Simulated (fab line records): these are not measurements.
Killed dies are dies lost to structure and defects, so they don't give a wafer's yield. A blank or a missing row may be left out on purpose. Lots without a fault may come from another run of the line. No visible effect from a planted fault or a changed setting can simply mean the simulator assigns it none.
Comparing a struck lot with a sound one ; flow nandHarc ; 14 steps out of a route of 1302
Sound: wafers L445.2, L445.5, L445.6. Wafers struck: L431.2, L431.3, L431.5. At the end, the cause is stated.
For every step that has rows: the tool of each side, followed by ch and its chambers, followed by its first start. Under that, the readings that differ: sound wafers ; struck wafers ; difference of the means ; sigmas: that difference in standard deviations of wafers without a fault.
alike: same words and numbers on both sides, and readings whose means sit less than 2 such deviations apart. not compared: any withheld reading, any reading some wafer has no value for, any bound like >300 that may hide the same value, and any number with overlapping values for which the record gives no deviation.
A row with sigmas, a row that says differs or no value, or rows on one side alone: a step with any of these is where the two part. Numbers that don't overlap but have no deviation are shown without sigmas and don't part them. A reading missing from all wafers of one side parts the sides only when that side holds two or more wafers.

first, 9 steps without rows for these wafers: NHARC_A_STAIRCASE_DEHYDRATE_281 (time 120 s); NHARC_A_STAIRCASE_HMDS_282 (time 30 s); NHARC_A_STAIRCASE_COAT_283; NHARC_A_STAIRCASE_SOFTBAKE_284 (time 170 s); NHARC_A_STAIRCASE_EBR_285; NHARC_A_STAIRCASE_EXPOSE_286 (exposes mask CHOP 100); NHARC_A_STAIRCASE_PEB_287 (peb time 130 s); NHARC_A_STAIRCASE_DEVELOP_288 (time 140 s); NHARC_A_STAIRCASE_HARDBAKE_290 (time 140 s).
NHARC_A_STAIRCASE_DESCUM_291: chemistry O2, time 3 s.
  sound on rieDiel-08 ch 0,2, day 25 16:45; struck on rieDiel-08 ch 0,1,2, day 20 05:39
  alike: drypumpMotorCurrentA, oesProductAu, rfVppV, showerheadPlenumPTorr, throttleValvePct
  not compared: rfHoursCounterH
NHARC_A_STAIRCASE_ETCH_292: etches the open film in CF4/CHF3.
  sound on rieDiel-08 ch 0,1,2, day 25 16:56; struck on rieDiel-08 ch 0,1,3, day 20 05:44
  alike: cf4FlowSccm, drypumpMotorCurrentA, oesProductAu, rfVppV, showerheadPlenumPTorr, throttleValvePct
  not compared: rfHoursCounterH
NHARC_A_STAIRCASE_HM_OPEN_460: chemistry O2/COS.
  sound on rieDiel-08 ch 0,1, day 25 17:06; struck on rieDiel-08 ch 0,2,3, day 20 05:53
  no value came back on the struck wafers for any of 7 readings (biasW (W), chamberPressureMTorr (mTorr) and others); on the sound wafers biasW (W) reads 301.6 300.3 299.1
  not compared: rfHoursCounterH
then, 1 step without rows for these wafers: NHARC_A_STAIRCASE_STRIP_461 (strips in O2/COS).
-- jump in the record: it breaks off in module A_STAIRCASE and resumes in module END (first step shown: number 1302 of the route), and 7 days separate the struck wafers' starts before and after --
NHARC_END_SORT_01:
  the record has rows for the struck wafers here (prober-02 ch 0, day 27 17:51) and none for the sound ones

== WHERE THEY PART ==
Last at NHARC_END_SORT_01 as far as this record goes, first at NHARC_A_STAIRCASE_HM_OPEN_460.

WHY: what the simulator had put in
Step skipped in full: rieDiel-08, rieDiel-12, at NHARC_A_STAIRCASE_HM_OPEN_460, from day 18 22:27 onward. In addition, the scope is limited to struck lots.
